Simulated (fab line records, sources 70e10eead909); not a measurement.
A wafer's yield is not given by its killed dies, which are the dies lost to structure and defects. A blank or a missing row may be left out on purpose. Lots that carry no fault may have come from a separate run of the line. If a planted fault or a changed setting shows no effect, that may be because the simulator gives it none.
The tool behind it: which one? / flow nand-harc / 13 lots, 39 wafers sampled, at 4 steps of a route of 1302

## WHAT THE GAUGES READ, wafer by wafer
NHARC_A_BONDPAD_CD_MEAS_13. Usual: cd-nm at 501 nm, with a standard deviation of 3.
lot=L629; measured=day 23 13:49; on=cd-sem-01; cd-nm (nm)=500 498 498; flag=
lot=L634; measured=day 26 08:41; on=cd-sem-02; cd-nm (nm)=506 503 505; flag=
lot=L637; measured=day 26 09:48; on=cd-sem-01; cd-nm (nm)=498 499 501; flag=
lot=L641; measured=day 28 10:14; on=cd-sem-03; cd-nm (nm)=500 500 495; flag=
lot=L645; measured=day 29 23:25; on=cd-sem-01; cd-nm (nm)=501 501 504; flag=
lot=L643; measured=day 30 04:39; on=cd-sem-02; cd-nm (nm)=497 499 494; flag=
lot=L646; measured=day 30 17:17; on=cd-sem-01; cd-nm (nm)=501 499 499; flag=
lot=L647; measured=day 30 18:47; on=cd-sem-01; cd-nm (nm)=497 497 498; flag=
lot=L648; measured=day 31 08:37; on=cd-sem-01; cd-nm (nm)=505 500 503; flag=
lot=L649; measured=day 31 10:49; on=cd-sem-02; cd-nm (nm)=506 504 504; flag=
lot=L651; measured=day 32 10:53; on=cd-sem-01; cd-nm (nm)=498 498 500; flag=
lot=L650; measured=day 32 13:27; on=cd-sem-02; cd-nm (nm)=506 502 504; flag=
lot=L652; measured=day 32 14:07; on=cd-sem-02; cd-nm (nm)=498 506 500; flag=

NHARC_THIN_TSV_INSPECT_40. Usual: raw-defect-count at 534, with a standard deviation of 77.
lot=L629; measured=day 24 16:34; on=defect-inspect-02; raw-defect-count=445 467 443; flag=
lot=L634; measured=day 27 10:38; on=defect-inspect-01; raw-defect-count=637 567 655; flag=
lot=L637; measured=day 27 10:38; on=defect-inspect-02; raw-defect-count=568 553 525; flag=
lot=L641; measured=day 29 13:44; on=defect-inspect-01; raw-defect-count=531 528 503; flag=
lot=L645; measured=day 31 02:34; on=defect-inspect-02; raw-defect-count=551 524 546; flag=
lot=L643; measured=day 31 07:35; on=defect-inspect-01; raw-defect-count=465 471 470; flag=
lot=L646; measured=day 31 23:00; on=defect-inspect-01; raw-defect-count=498 397 424; flag=
lot=L647; measured=day 31 23:00; on=defect-inspect-02; raw-defect-count=484 575 420; flag=
lot=L648; measured=day 32 15:05; on=defect-inspect-01; raw-defect-count=537 473 616; flag=
lot=L649; measured=day 32 15:05; on=defect-inspect-01; raw-defect-count=481 588 529; flag=
lot=L651; measured=day 33 13:49; on=defect-inspect-01; raw-defect-count=624 506 583; flag=
lot=L650; measured=day 33 13:50; on=defect-inspect-01; raw-defect-count=451 566 652; flag=
lot=L652; measured=day 33 13:50; on=defect-inspect-02; raw-defect-count=486 536 534; flag=

## WHICH TOOL RAN EACH LOT (tool, then ch and the chambers of the sampled wafers, then the start)
lot=L629; NHARC_A_M0_DEP_32=pecvd-04 ch 1,2, day 23 07:21; NHARC_THIN_TSV_ETCH_36=rie-metal-01 ch 0, day 24 10:46
lot=L634; NHARC_A_M0_DEP_32=pecvd-04 ch 0,2, day 26 02:25; NHARC_THIN_TSV_ETCH_36=rie-metal-01 ch 0,1, day 27 06:02
lot=L637; NHARC_A_M0_DEP_32=pecvd-02 ch 0,1,2, day 26 03:16; NHARC_THIN_TSV_ETCH_36=rie-metal-03 ch 0,1, day 27 07:08
lot=L641; NHARC_A_M0_DEP_32=pecvd-02 ch 1,2, day 28 03:56; NHARC_THIN_TSV_ETCH_36=rie-metal-02 ch 0,1, day 29 09:11
lot=L645; NHARC_A_M0_DEP_32=pecvd-03 ch 0,1, day 29 16:59; NHARC_THIN_TSV_ETCH_36=rie-metal-01 ch 0,1, day 30 21:10
lot=L643; NHARC_A_M0_DEP_32=pecvd-03 ch 1,2, day 29 21:42; NHARC_THIN_TSV_ETCH_36=rie-metal-02 ch 0,1, day 31 02:04
lot=L646; NHARC_A_M0_DEP_32=pecvd-03 ch 0,1,2, day 30 11:03; NHARC_THIN_TSV_ETCH_36=rie-metal-02 ch 0,1, day 31 15:01
lot=L647; NHARC_A_M0_DEP_32=pecvd-02 ch 0,1,2, day 30 12:43; NHARC_THIN_TSV_ETCH_36=rie-metal-01 ch 0,1, day 31 15:53
lot=L648; NHARC_A_M0_DEP_32=pecvd-03 ch 0,1,2, day 31 02:16; NHARC_THIN_TSV_ETCH_36=rie-metal-03 ch 0,1, day 32 09:40
lot=L649; NHARC_A_M0_DEP_32=pecvd-02 ch 0,1,2, day 31 04:31; NHARC_THIN_TSV_ETCH_36=rie-metal-02 ch 0,1, day 32 11:04
lot=L651; NHARC_A_M0_DEP_32=pecvd-04 ch 0,1,2, day 32 04:29; NHARC_THIN_TSV_ETCH_36=rie-metal-02 ch 0,1, day 33 07:40
lot=L650; NHARC_A_M0_DEP_32=pecvd-02 ch 1,2, day 32 07:08; NHARC_THIN_TSV_ETCH_36=rie-metal-03 ch 1, day 33 08:53
lot=L652; NHARC_A_M0_DEP_32=pecvd-02 ch 0,1,2, day 32 07:44; NHARC_THIN_TSV_ETCH_36=rie-metal-01 ch 0,1, day 33 11:22
- NHARC_A_M0_DEP_32: deposits SiCN, target thk 30 nm.
- NHARC_THIN_TSV_ETCH_36: etches the open film in Cl2/BCl3, target depth 65 nm, time 18.571 s.

## AS READ BY THE TOOLS THEMSELVES (means over the sampled wafers that have a number; for cases with no such wafer, the mark the record gives instead)
NHARC_A_M0_DEP_32. Usual: heater-power-w 549 W, standard deviation 93; susceptor-temp-C 370.02 C, standard deviation 0.2.
lot=L629; tool=pecvd-04; heater-power-w (W)=534; susceptor-temp-C (C)=370.14; flag=
lot=L634; tool=pecvd-04; heater-power-w (W)=623; susceptor-temp-C (C)=370.17; flag=
lot=L637; tool=pecvd-02; heater-power-w (W)=555; susceptor-temp-C (C)=370.04; flag=
lot=L641; tool=pecvd-02; heater-power-w (W)=539; susceptor-temp-C (C)=370.27; flag=
lot=L645; tool=pecvd-03; heater-power-w (W)=579; susceptor-temp-C (C)=370.07; flag=
lot=L643; tool=pecvd-03; heater-power-w (W)=563; susceptor-temp-C (C)=370.06; flag=
lot=L646; tool=pecvd-03; heater-power-w (W)=551; susceptor-temp-C (C)=369.98; flag=
lot=L647; tool=pecvd-02; heater-power-w (W)=479; susceptor-temp-C (C)=369.92; flag=
lot=L648; tool=pecvd-03; heater-power-w (W)=595; susceptor-temp-C (C)=370.11; flag=
lot=L649; tool=pecvd-02; heater-power-w (W)=549; susceptor-temp-C (C)=370.00; flag=
lot=L651; tool=pecvd-04; heater-power-w (W)=547; susceptor-temp-C (C)=370.08; flag=
lot=L650; tool=pecvd-02; heater-power-w (W)=527; susceptor-temp-C (C)=370.03; flag=
lot=L652; tool=pecvd-02; heater-power-w (W)=543; susceptor-temp-C (C)=369.99; flag=

NHARC_THIN_TSV_ETCH_36. Usual: drypump-motor-current-A 5.52 A, standard deviation 0.25; oes-product-au 1.004 a.u., standard deviation 0.013; run-length-s 39.9 s, standard deviation 0.31.
lot=L629; tool=rie-metal-01; drypump-motor-current-A (A)=5.38; oes-product-au (a.u.)=0.991; run-length-s (s)=39.9; flag=
lot=L634; tool=rie-metal-01; drypump-motor-current-A (A)=5.68; oes-product-au (a.u.)=0.998; run-length-s (s)=39.7; flag=
lot=L637; tool=rie-metal-03; drypump-motor-current-A (A)=5.23; oes-product-au (a.u.)=1.016; run-length-s (s)=36.9; flag=OFF
lot=L641; tool=rie-metal-02; drypump-motor-current-A (A)=5.69; oes-product-au (a.u.)=0.995; run-length-s (s)=40.0; flag=
lot=L645; tool=rie-metal-01; drypump-motor-current-A (A)=5.69; oes-product-au (a.u.)=0.993; run-length-s (s)=39.6; flag=
lot=L643; tool=rie-metal-02; drypump-motor-current-A (A)=5.72; oes-product-au (a.u.)=1.003; run-length-s (s)=40.2; flag=
lot=L646; tool=rie-metal-02; drypump-motor-current-A (A)=5.71; oes-product-au (a.u.)=1.001; run-length-s (s)=40.0; flag=
lot=L647; tool=rie-metal-01; drypump-motor-current-A (A)=5.54; oes-product-au (a.u.)=0.987; run-length-s (s)=39.7; flag=
lot=L648; tool=rie-metal-03; drypump-motor-current-A (A)=5.24; oes-product-au (a.u.)=0.996; run-length-s (s)=40.0; flag=
lot=L649; tool=rie-metal-02; drypump-motor-current-A (A)=5.70; oes-product-au (a.u.)=1.004; run-length-s (s)=39.9; flag=
lot=L651; tool=rie-metal-02; drypump-motor-current-A (A)=5.72; oes-product-au (a.u.)=0.995; run-length-s (s)=40.0; flag=
lot=L650; tool=rie-metal-03; drypump-motor-current-A (A)=5.16; oes-product-au (a.u.)=1.012; run-length-s (s)=39.9; flag=
lot=L652; tool=rie-metal-01; drypump-motor-current-A (A)=5.69; oes-product-au (a.u.)=1.013; run-length-s (s)=39.5; flag=

## THE ANSWER, worked out from the rows above alone
Rule: lot off if the mean of its wafers having a number is beyond 3 standard deviations from the usual mean. Also off: a lot with no number at a reading for which 4 or more lots have one. All remaining lots with rows at the step are treated as sound. After the gauges, taken in route order, come the tools' own readings; for these a lot's mean is taken, as printed above. The first step at which some lot is off is used, and at that step the reading that is off furthest; a lot without a number counts as furthest.
Off at NHARC_THIN_TSV_ETCH_36 (run-length-s): L637.
If a tool, at that step or one of the process steps before it, ran each lot that is off and ran no sound lot following the first of them, it fits. Not one of the candidates tried fits.

## WHAT THE SIMULATOR HAD PUT IN
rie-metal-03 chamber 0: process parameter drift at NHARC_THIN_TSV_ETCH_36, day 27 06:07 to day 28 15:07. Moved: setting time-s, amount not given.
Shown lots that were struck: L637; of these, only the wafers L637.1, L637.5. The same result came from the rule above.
